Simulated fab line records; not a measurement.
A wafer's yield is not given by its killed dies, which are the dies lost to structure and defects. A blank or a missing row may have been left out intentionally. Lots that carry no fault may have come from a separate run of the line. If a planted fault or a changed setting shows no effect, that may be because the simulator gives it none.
Lot-split experiment + flow n5 finfet + on a route of 1938 steps: 7 lots, 39 wafers read

== THE SPLIT ==
At N5_ZERO_LAYER_ETCH_18 (etches Si in HBr/Cl2, target depth 120 nm, time 40 s), the setting target depth a was moved away from the recipe's 1200 angstrom on 15 of the 39 wafers read, by -55.5% to +49.6%. All remaining wafers had this setting at the recipe value.

The split's own step is where the reading is taken.

== THE READING ==
coat_of_ZERO_LAYER_COAT_05.thk nm (the simulator's own value, which no gauge read), in nm, at N5_ZERO_LAYER_ETCH_18 (etches Si in HBr/Cl2, target depth 120 nm, time 40 s). There is no usual value for it anywhere in the file. Across the 24 wafers here that went through the recipe, the average is 930.4 nm and the standard deviation 2.1 nm.

| wafer  | tool, chamber at the split | target depth a as run, angstrom | against the recipe | coat_of_ZERO_LAYER_COAT_05.thk nm, nm | against lot-mates on the recipe |
|--------|----------------------------|---------------------------------|--------------------|---------------------------------------|---------------------------------|
| L076.1 | rie si-05, 0               | 533.6                           | -55.5%             | 954.7                                 | +23.8                           |
| L076.2 | rie si-05, 3               | 533.6                           | -55.5%             | 955                                   | +24.1                           |
| L076.3 | rie si-05, 1               | 533.6                           | -55.5%             | 952.7                                 | +21.8                           |
| L076.4 | rie si-05, 2               | 1200                            | recipe             | 931.6                                 | -                               |
| L076.5 | rie si-05, 0               | 1200                            | recipe             | 930.5                                 | -                               |
| L076.6 | rie si-05, 3               | 1200                            | recipe             | 930.5                                 | -                               |
| L078.1 | rie si-05, 0               | 1200                            | recipe             | 928.4                                 | -                               |
| L078.2 | rie si-05, 3               | 774.8                           | -35.4%             | 944.8                                 | +17.2                           |
| L078.3 | rie si-05, 1               | 1200                            | recipe             | 929.2                                 | -                               |
| L078.4 | rie si-05, 2               | 1200                            | recipe             | 925.3                                 | -                               |
| L078.5 | rie si-05, 0               | 774.8                           | -35.4%             | 949                                   | +21.4                           |
| L078.6 | rie si-05, 3               | 774.8                           | -35.4%             | 945.2                                 | +17.6                           |
| L083.1 | rie si-03, 1               | 1200                            | recipe             | 928.8                                 | -                               |
| L083.2 | rie si-03, 2               | 1795                            | +49.6%             | 910.9                                 | -18.2                           |
| L083.3 | rie si-03, 3               | 1795                            | +49.6%             | 912.2                                 | -16.9                           |
| L083.4 | rie si-03, 0               | 1200                            | recipe             | 928.9                                 | -                               |
| L083.5 | rie si-03, 3               | 1200                            | recipe             | 929.5                                 | -                               |
| L083.6 | rie si-03, 0               | 1795                            | +49.6%             | 909.4                                 | -19.7                           |
| L087.1 | rie si-03, 3               | 1200                            | recipe             | 933.6                                 | -                               |
| L087.4 | rie si-03, 0               | 1200                            | recipe             | 930.7                                 | -                               |
| L087.6 | rie si-03, 0               | 1200                            | recipe             | 932.4                                 | -                               |
| L093.1 | rie si-01, 2               | 1200                            | recipe             | 929.8                                 | -                               |
| L093.2 | rie si-01, 3               | 1200                            | recipe             | 927.3                                 | -                               |
| L093.3 | rie si-01, 0               | 1200                            | recipe             | 933                                   | -                               |
| L093.4 | rie si-01, 1               | 1200                            | recipe             | 932.1                                 | -                               |
| L093.5 | rie si-01, 2               | 1200                            | recipe             | 928.4                                 | -                               |
| L093.6 | rie si-01, 3               | 1200                            | recipe             | 929.3                                 | -                               |
| L095.1 | rie si-01, 0               | 854.4                           | -28.8%             | 946                                   | +12.7                           |
| L095.2 | rie si-01, 2               | 854.4                           | -28.8%             | 945                                   | +11.7                           |
| L095.3 | rie si-01, 1               | 854.4                           | -28.8%             | 947.6                                 | +14.3                           |
| L095.4 | rie si-01, 2               | 1200                            | recipe             | 934.3                                 | -                               |
| L095.5 | rie si-01, 0               | 1200                            | recipe             | 933.1                                 | -                               |
| L095.6 | rie si-01, 1               | 1200                            | recipe             | 932.4                                 | -                               |
| L097.1 | rie si-03, 2               | 1200                            | recipe             | 931.2                                 | -                               |
| L097.2 | rie si-03, 3               | 812.5                           | -32.3%             | 940.6                                 | +10.7                           |
| L097.3 | rie si-03, 1               | 812.5                           | -32.3%             | 940.6                                 | +10.7                           |
| L097.4 | rie si-03, 0               | 1200                            | recipe             | 928.1                                 | -                               |
| L097.5 | rie si-03, 0               | 1200                            | recipe             | 930.5                                 | -                               |
| L097.6 | rie si-03, 1               | 812.5                           | -32.3%             | 939.2                                 | +9.3                            |

FIT RESULTS
A straight line over all 39 wafers: coat_of_ZERO_LAYER_COAT_05.thk nm changes by -0.415 nm for each +1% of target depth a; r = -0.97; the points scatter about the line by 2.5 nm.
The same after taking each lot's own level away (the mean of its wafers on the recipe; 39 wafers): -0.406 nm for each +1%; r = -0.98; scatter 2.1 nm.
On that fit, the largest move of target depth a shifts the reading by 23 nm.
From 927.63 to 933.27 nm: that is the span of the lots' own levels, equal to 2.6 times the standard deviation above.
Hence the lot-to-lot level has little effect on the slope; both slopes agree.
Check: +22.8 nm against its lot-mates is what the line predicts for one of the wafers moved furthest among these (-55.5%) when that wafer is left out of the fit. It came out at +23.8 nm against them.

== THE WHOLE CHAIN: every reading that the file lists as answering this split, in the file's order ==
| step                   | what it does                                         | reading                                                                            | change (the file's fit)              | r (the file's) |
|------------------------|------------------------------------------------------|------------------------------------------------------------------------------------|--------------------------------------|----------------|
| N5_ZERO_LAYER_ETCH_18  | etches Si in HBr/Cl2, target depth 120 nm, time 40 s | ZERO_LAYER.feature depth nm (the simulator's own value, which no gauge read)       | +1.19 nm for each +1% of the setting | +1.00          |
| N5_ZERO_LAYER_ETCH_18  | etches Si in HBr/Cl2, target depth 120 nm, time 40 s | etch.depth nm (the simulator's own value, which no gauge read)                     | +1.19 nm for each +1% of the setting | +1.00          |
| N5_ZERO_LAYER_ETCH_18  | etches Si in HBr/Cl2, target depth 120 nm, time 40 s | coat_of_ZERO_LAYER_COAT_05.thk nm (the simulator's own value, which no gauge read) | -0.41 nm for each +1% of the setting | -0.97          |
| N5_ZERO_LAYER_STRIP_24 | strips in O2                                         | strip time to endpoint s                                                           | withheld for each +1% of the setting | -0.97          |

== FILE'S OWN FIT ==
coat_of_ZERO_LAYER_COAT_05.thk nm changes by -0.41 nm for each +1% of target depth a, r = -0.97.
